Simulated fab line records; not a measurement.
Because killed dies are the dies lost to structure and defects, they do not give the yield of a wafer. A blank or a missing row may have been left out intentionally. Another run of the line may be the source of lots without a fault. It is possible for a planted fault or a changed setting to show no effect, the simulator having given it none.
fab line records    flow nand-harc
record lots=11  wafers=33  last-day=33
route steps=1302 shown P_GATE@146 END@1302
lots that met no fault: from a run of the same line without faults
start-h: hours from the record's opening day to when the first of the lot's shown wafers began    wait-h: how many hours have passed since the lot's step before this one    " unchanged from the row above    L1.1+2: several wafers, shown together as one row    - either no value or no given start    * or withheld: withheld    < > ~ a bound
route shown NAME@n: NAME is a module with steps in the file, n the number in the route of the first one    usual: mean/standard deviation taken from wafers without a fault    same: alike in all rows    chamber/n: place in a boat    sites: readings site by site    _std_site: standard deviation of those values    _edge_site: inner sites' mean taken away from outer sites' mean    radius-mm: how far each site lies from the wafer's centre    mask NAME#n: copy n    behind: the tool/chamber that last shaped the wafer    hold: reason for holding the lot/hours on hold/outcome of the hold    device: which transistor (n, p or np) failed to switch    end of line: the route-end tests of the same wafers    a step with no rows: only its recipe    killed: dies that structure and defects cost at the first sort, which is not the same as the wafer's yield    map: a wafer's dies, x killed, . not, _ none there
set.NAME: the setting as run; set.NAME@STEP: as run at that earlier step    model.NAME: the simulator's own value behind a step, which no gauge read
a sample of lots followed through the steps of the route, with each step as a table and each wafer as a row
services: the hour from which a tool's chamber was out of use, counted from the record's first day as start-h (under 0 if before that day), plus the number of hours and why
## steps
# step NHARC_P_GATE_HM_OPEN_105
# recipe target-depth-a=3600  o2-flow-sccm=400  cos-flow-sccm=20  ar-flow-sccm=0  rf-w=500  bias-w=300  chemistry=O2/COS
# usual drypump-motor-current-A=5.7/0.43  o2-flow-sccm=399.9/1.2  oes-product-au=0.999/0.01  rf-vpp-V=467.5/2.8  showerhead-plenum-p-Torr=3.14/0.13  throttle-valve-pct=28.330/0.0094
lot.wafer  tool         chamber  start-h  wait-h  drypump-motor-current-A  o2-flow-sccm  oes-product-au  rf-hours-counter-h  rf-vpp-V  showerhead-plenum-p-Torr  throttle-valve-pct
L162.1     rie-diel-02  0        -        -       5.8                      399.9         1.003           5                   465.4     3.11                      28.333
L162.3     "            2        "        "       5.3                      399.1         1.000           3                   467.1     3.15                      28.327
L162.5     "            1        "        "       5.0                      399.7         1.001           -                   465.1     3.02                      28.318
L163.1     rie-diel-10  3        -        -       5.7                      398.7         1.002           1                   464.7     2.95                      28.334
L163.4     "            1        "        "       5.8                      400.3         1.008           2                   468.5     3.19                      28.340
L163.5     "            2        "        "       4.8                      400.3         0.991           -                   471.1     3.31                      28.328
L165.4     rie-diel-10  1        -        -       5.8                      399.4         0.999           3                   470.0     3.19                      28.342
L165.6     "            2        "        "       4.7                      400.4         0.983           -                   471.4     3.31                      28.347
L165.5     "            3        "        "       5.7                      399.4         1.000           -                   462.5     2.95                      28.341
L166.1     rie-diel-02  3        -        -       6.0                      399.5         0.985           8                   469.3     3.19                      28.339
L166.3     "            2        "        "       5.4                      401.0         1.000           7                   469.5     3.15                      28.322
L166.6     "            2        "        "       5.4                      399.7         1.006           -                   466.9     3.15                      28.339
L167.3     rie-diel-02  0        -        -       5.8                      398.6         0.994           8                   466.3     3.11                      28.340
L167.5     "            2        "        "       5.4                      400.3         0.996           -                   467.7     3.15                      28.333
L167.6     "            3        "        "       6.0                      397.6         0.971           -                   468.2     3.19                      28.339
L169.2     rie-diel-02  1        -        -       5.0                      400.3         0.989           9                   465.0     3.02                      28.343
L169.4     "            3        "        "       6.0                      400.0         0.989           9                   468.8     3.19                      28.333
L169.5     "            2        "        "       5.4                      400.5         0.991           -                   468.0     3.15                      28.330
L170.2     rie-diel-02  2        -        -       5.4                      400.5         1.004           9                   468.1     3.15                      28.327
L170.6     "            2        "        "       5.4                      399.1         1.005           -                   466.9     3.15                      28.320
L170.5     "            3        "        "       6.0                      397.0         0.995           -                   469.3     3.19                      28.336
L180.2     rie-diel-07  3        -        -       6.2                      398.8         1.008           8                   464.9     2.99                      28.316
L180.3     "            0        "        "       6.0                      400.7         1.008           10                  467.5     3.15                      28.318
L180.1     "            2        "        "       5.5                      401.3         1.018           8                   471.6     3.33                      28.333
L181.4     rie-diel-07  0        -        -       6.0                      399.4         1.002           11                  467.8     3.15                      28.334
L181.3     "            2        "        "       5.5                      401.0         1.016           9                   471.6     3.33                      28.338
L181.6     "            0        "        "       6.0                      400.9         1.003           -                   466.4     3.15                      28.318
L182.2     rie-diel-10  2        -        -       4.8                      398.4         0.974           3                   470.8     3.30                      28.334
L182.6     "            1        "        "       5.8                      401.0         1.009           -                   468.6     3.18                      28.333
L182.5     "            2        "        "       4.8                      399.5         0.986           -                   470.9     3.30                      28.335
L183.2     rie-diel-07  2        -        -       5.5                      399.3         0.995           0                   472.4     3.33                      28.341
L183.4     "            1        "        "       5.9                      398.0         1.007           0                   471.5     3.35                      28.319
L183.5     "            2        "        "       5.5                      401.3         0.994           -                   471.6     3.33                      28.331
# step NHARC_P_GATE_ETCH_32
# recipe target-depth-a=1500  over-etch-frac=1  over-etch-ion-energy-ev=40  time-s=100.1  hbr-flow-sccm=150  cl2-flow-sccm=50  rf-w=400  icp-w=400  bias-w=100  chemistry=HBr/Cl2
# usual drypump-motor-current-A=5.9/0.36  oes-product-au=1.003/0.0098  throttle-valve-pct=26.405/0.0083
# same over-etch-frac=1
lot.wafer  tool       chamber  start-h  wait-h  drypump-motor-current-A  oes-product-au  rf-hours-counter-h  throttle-valve-pct
L162.1     rie-si-02  3        98.12    -       5.8                      1.004           1.0                 26.422
L162.3     "          1        "        "       5.9                      0.998           1.1                 26.403
L162.5     "          3        "        "       5.7                      1.001           -                   26.395
L163.1     rie-si-05  3        104.40   -       6.4                      1.001           0.9                 26.399
L163.4     "          0        "        "       5.6                      0.997           0.8                 26.398
L163.5     "          1        "        "       5.9                      1.013           -                   26.416
L165.4     rie-si-05  0        125.98   -       5.6                      1.008           1.0                 26.402
L165.5     "          2        "        "       6.3                      0.998           -                   26.418
L165.6     "          3        "        "       6.3                      0.989           -                   26.406
L166.3     rie-si-05  2        137.69   -       6.3                      1.008           0.0                 26.415
L166.1     "          3        "        "       6.3                      1.013           0.0                 26.394
L166.6     "          1        "        "       5.9                      1.010           -                   26.425
L167.3     rie-si-05  2        144.49   -       6.3                      0.998           0.1                 26.402
L167.5     "          3        "        "       6.3                      1.006           -                   26.409
L167.6     "          0        "        "       5.6                      0.994           -                   26.392
L169.2     rie-si-05  1        172.87   -       5.9                      1.005           0.3                 26.416
L169.5     "          3        "        "       6.3                      1.011           -                   26.405
L169.4     "          1        "        "       5.9                      1.012           -                   26.424
L170.2     rie-si-02  1        178.29   -       5.9                      0.990           0.4                 26.406
L170.6     "          1        "        "       5.9                      0.986           -                   26.410
L170.5     "          2        "        "       5.6                      0.993           -                   26.397
L180.2     rie-si-02  3        274.97   -       5.7                      1.006           1.0                 26.397
L180.3     "          0        "        "       6.1                      1.002           1.0                 26.405
L180.1     "          1        "        "       5.9                      0.998           1.1                 26.411
L181.4     rie-si-05  3        285.54   -       6.4                      0.998           1.0                 26.411
L181.3     "          0        "        "       5.5                      0.994           0.8                 26.406
L181.6     "          0        "        "       5.5                      0.993           -                   26.412
L182.2     rie-si-02  3        299.72   -       5.7                      1.000           0.1                 26.410
L182.6     "          2        "        "       5.6                      1.005           -                   26.398
L182.5     "          3        "        "       5.7                      1.019           -                   26.399
L183.4     rie-si-03  2        311.08   -       5.0                      0.979           0.4                 26.416
L183.2     "          0        "        "       6.3                      1.016           0.5                 26.404
L183.5     "          3        "        "       5.8                      1.011           -                   26.404
# step NHARC_P_GATE_ETCHBACK_37
# recipe target-depth-a=345  time-s=17.2  chf3-flow-sccm=50  o2-flow-sccm=10  ar-flow-sccm=200  rf-w=500  bias-w=200  chemistry=CHF3/O2
# usual drypump-motor-current-A=5.7/0.43  o2-flow-sccm=10.00/0.032  oes-product-au=0.937/0.022  rf-vpp-V=370.8/2.3  showerhead-plenum-p-Torr=2.42/0.1  throttle-valve-pct=20.573/0.0087
lot.wafer  tool         chamber  start-h  wait-h  drypump-motor-current-A  o2-flow-sccm  oes-product-au  rf-hours-counter-h  rf-vpp-V  showerhead-plenum-p-Torr  throttle-valve-pct
L162.3     rie-diel-07  2        -        -       5.5                      10.00         0.940           6                   373.1     2.57                      20.590
L162.1     "            1        "        "       5.9                      9.97          0.923           7                   373.7     2.58                      20.568
L162.5     "            2        "        "       5.5                      10.08         0.932           -                   374.2     2.57                      20.566
L163.4     rie-diel-10  1        -        -       5.8                      10.08         0.944           2                   370.4     2.46                      20.575
L163.1     "            3        "        "       5.7                      9.99          0.919           1                   367.7     2.27                      20.559
L163.5     "            2        "        "       4.8                      10.03         0.916           -                   373.8     2.55                      20.564
L165.4     rie-diel-10  3        -        -       5.7                      9.99          0.926           3                   368.6     2.27                      20.572
L165.5     "            1        "        "       5.8                      10.00         0.929           -                   371.4     2.46                      20.586
L165.6     "            2        "        "       4.8                      10.04         0.925           -                   373.6     2.55                      20.560
L166.1     rie-diel-07  3        -        -       6.2                      9.99          0.935           2                   369.4     2.30                      20.578
L166.3     "            0        "        "       6.0                      9.94          0.920           2                   371.8     2.43                      20.567
L166.6     "            0        "        "       6.0                      9.94          0.916           -                   370.2     2.43                      20.565
L167.3     rie-diel-07  2        -        -       5.5                      10.03         0.930           2                   374.7     2.57                      20.575
L167.6     "            3        "        "       6.2                      9.99          0.928           -                   367.4     2.30                      20.569
L167.5     "            0        "        "       6.0                      9.94          0.920           -                   371.1     2.43                      20.561
L169.2     rie-diel-02  1        -        -       5.0                      9.99          0.928           9                   370.6     2.32                      20.557
L169.4     "            3        "        "       6.0                      9.94          0.922           10                  372.4     2.45                      20.567
L169.5     "            1        "        "       5.0                      10.01         0.931           -                   368.5     2.32                      20.570
L170.2     rie-diel-02  0        -        -       5.8                      10.01         0.964           10                  371.0     2.39                      20.566
L170.5     "            1        "        "       5.0                      10.05         0.945           -                   368.8     2.32                      20.581
L170.6     "            2        "        "       5.4                      10.02         0.932           -                   372.0     2.42                      20.587
L180.1     rie-diel-10  1        -        -       5.8                      9.95          0.984           2                   371.9     2.45                      20.570
L180.3     "            2        "        "       4.8                      9.96          0.962           1                   374.2     2.54                      20.564
L180.2     "            3        "        "       5.7                      10.02         0.975           1                   367.8     2.27                      20.561
L181.3     rie-diel-02  3        -        -       6.0                      9.99          0.927           3                   372.1     2.45                      20.575
L181.4     "            3        "        "       6.0                      10.02         0.917           -                   371.0     2.45                      20.576
L181.6     "            1        "        "       5.0                      9.99          0.924           -                   368.4     2.32                      20.577
L182.2     rie-diel-07  2        -        -       5.5                      10.01         0.983           0                   372.9     2.56                      20.570
L182.5     "            1        "        "       5.9                      10.04         0.995           -                   374.9     2.58                      20.571
L182.6     "            2        "        "       5.5                      9.97          0.982           -                   373.8     2.56                      20.576
L183.4     rie-diel-02  0        -        -       5.8                      9.94          0.917           4                   372.4     2.39                      20.563
L183.2     "            1        "        "       5.0                      10.00         0.924           5                   368.3     2.32                      20.570
L183.5     "            0        "        "       5.8                      9.94          0.929           -                   369.7     2.39                      20.580
# step NHARC_P_GATE_EXPOSE_56
# recipe na=0.6  target-cd-nm=720  dose-mj=14.81  mask-id=P_PSD
# same na=0.6
lot.wafer   tool            chamber  start-h  wait-h  mask
L162.1+3+5  krf-scanner-01  0        110.98   -       P_PSD#0
L163.1+4+5  krf-scanner-04  0        117.30   -       P_PSD#0
L165.4+5+6  krf-scanner-01  0        138.70   -       P_PSD#0
L166.1+3+6  krf-scanner-01  0        150.42   -       P_PSD#0
L167.3+5+6  krf-scanner-04  0        157.60   -       P_PSD#0
L169.2+4+5  krf-scanner-03  0        185.68   -       P_PSD#0
L170.2+5+6  krf-scanner-01  0        191.07   -       P_HVN#0
L180.1+2+3  krf-scanner-03  0        287.97   -       P_PSD#0
L181.3+4+6  krf-scanner-01  0        298.60   -       P_PSD#0
L182.2+5+6  krf-scanner-03  0        312.57   -       P_PSD#0
L183.2+4+5  krf-scanner-03  0        323.84   -       P_PSD#0
# step NHARC_P_GATE_CD_MEAS_59
# recipe target-cd-nm=720  landing-energy-ev=500
# usual cd-nm=719.8/1.4
lot.wafer  tool       chamber  start-h  wait-h  cd-nm
L162.1     cd-sem-01  0        111.13   -       721.6
L162.3     "          0        "        "       720.9
L162.5     "          0        "        "       718.8
L163.1     cd-sem-03  0        117.46   -       719.1
L163.4     "          0        "        "       718.2
L163.5     "          0        "        "       720.1
L165.4     cd-sem-01  0        138.85   -       720.2
L165.5     "          0        "        "       720.4
L165.6     "          0        "        "       718.9
L166.1     cd-sem-03  0        150.57   -       718.7
L166.3     "          0        "        "       718.0
L166.6     "          0        "        "       718.6
L167.3     cd-sem-02  0        157.75   -       719.8
L167.5     "          0        "        "       718.3
L167.6     "          0        "        "       719.2
L169.2     cd-sem-01  0        185.84   -       719.5
L169.4     "          0        "        "       719.8
L169.5     "          0        "        "       718.2
L170.2     cd-sem-02  0        191.22   -       -
L170.5     "          0        "        "       -
L170.6     "          0        "        "       -
L180.1     cd-sem-01  0        288.12   -       720.8
L180.2     "          0        "        "       720.3
L180.3     "          0        "        "       722.5
L181.3     cd-sem-02  0        298.75   -       722.1
L181.4     "          0        "        "       721.5
L181.6     "          0        "        "       723.6
L182.2     cd-sem-01  0        312.72   -       721.2
L182.5     "          0        "        "       718.9
L182.6     "          0        "        "       719.1
L183.2     cd-sem-01  0        323.99   -       720.3
L183.4     "          0        "        "       721.1
L183.5     "          0        "        "       719.4
# step NHARC_END_SORT_01
# recipe temp-c=25
# usual killed-at-array=63/17  killed-at-other=0.8/1.1  killed-at-periphery=3.5/3  killed-dies=67/17  killed-open=3.1/1.6  killed-short=2.6/1.4
# same gross-dies=677
lot.wafer  tool       chamber  start-h  wait-h  killed-at-array  killed-at-other  killed-at-periphery  killed-dies  killed-open  killed-short
L170.2     prober-02  0        651.21   2.8     81               1                595                  677          3            3
L170.5     prober-02  0        653.63   3.7     87               1                589                  677          1            1
L170.6     prober-02  0        654.43   4.0     78               0                599                  677          3            1
# killed by level:class
L170.2 P_GATE:area-expose=588 A_SLIT:chamber-film-flake=33 A_CHANNEL_HOLE_D1:chamber-film-flake=30 A_CHANNEL_HOLE_D2:chamber-film-flake=11 P_M0:chamber-film-flake=7 A_ONON_D2:geometric-particle:open=2 A_SOURCE_PLATE:geometric-particle:open=1 A_DECK1_JOINT:geometric-particle:short=1
L170.5 P_GATE:area-expose=587 A_SLIT:chamber-film-flake=36 A_CHANNEL_HOLE_D1:chamber-film-flake=32 A_CHANNEL_HOLE_D2:chamber-film-flake=10 P_M0:chamber-film-flake=2 A_CHANNEL_FILL_D2:chamber-film-flake=2 A_SGD_CUT:chamber-film-flake=2 A_WL_FILL:geometric-particle:short=1
L170.6 P_GATE:area-expose=595 A_CHANNEL_HOLE_D1:chamber-film-flake=32 A_SLIT:chamber-film-flake=25 A_CHANNEL_HOLE_D2:chamber-film-flake=13 A_CONTACT:chamber-film-flake=3 P_M0:chamber-film-flake=2 A_SGD_CUT:chamber-film-flake=2 P_M0:geometric-particle:open=1
## services
tool            chamber  start-h  hours  kind
rie-si-02       3        85.36    11.6   repair
rie-diel-07     1        98.13    4.6    repair
rie-si-02       -        100.59   9.0    pm
rie-diel-10     1        110.75   2.0    repair
rie-diel-07     -        117.20   9.0    pm
rie-si-05       0        127.59   1.3    repair
rie-si-05       -        128.00   9.0    pm
krf-scanner-03  -        132.99   0.5    repair
rie-diel-02     1        133.49   11.4   repair
krf-scanner-01  -        140.00   4.0    pm
rie-si-02       -        161.07   0.3    repair
rie-si-05       0        170.68   12.5   repair
rie-diel-07     3        175.88   7.3    repair
rie-diel-07     1        177.03   2.2    repair
krf-scanner-01  -        206.33   6.3    repair
rie-diel-02     -        216.70   9.0    pm
krf-scanner-03  -        224.00   4.0    pm
rie-diel-10     -        242.50   9.0    pm
krf-scanner-01  -        254.25   8.8    repair
rie-diel-02     0        290.28   11.8   repair
rie-diel-07     -        294.20   9.0    pm
rie-si-05       -        305.00   9.0    pm
krf-scanner-01  -        312.00   4.0    pm
rie-diel-10     1        321.12   6.6    repair
## key
first-sign step=NHARC_P_GATE_EXPOSE_56  reading=mask  direction=changed
effect step=NHARC_P_GATE_CD_MEAS_59  reading=cd-nm  direction=missing
effect step=NHARC_END_SORT_01  reading=killed-at-periphery  direction=up  sigmas=99+  usual=3.5  struck=594.3
more-kills-born-at NHARC_P_GATE_EXPOSE_56@krf-scanner-01=1770
met-at NHARC_P_GATE_EXPOSE_56
struck-lots L170
later-rows-left-out L170.2,L170.5,L170.6
tester-left-out L170
not-acting-at NHARC_P_GATE_HM_OPEN_105,NHARC_P_GATE_ETCH_32,NHARC_P_GATE_ETCHBACK_37
onset-between 150.42 191.07
fault kind=wrong-mask  tool=any  chamber=-  onset-h=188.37  steps=NHARC_P_GATE_EXPOSE_56  aux-copy=P_HVN#0  scope=struck-lots-only
# tester-left-out: of these lots the tester's yield and bins aren't shown, on N5 and GAA mostly nor the transistor test; their killed dies are dies lost to structure and defects alone, not to doping, threshold or leakage, so they don't give the yield
# later-rows-left-out: the simulator's readings of these wafers behind a module that went badly wrong aren't trusted and aren't shown, but for the sort
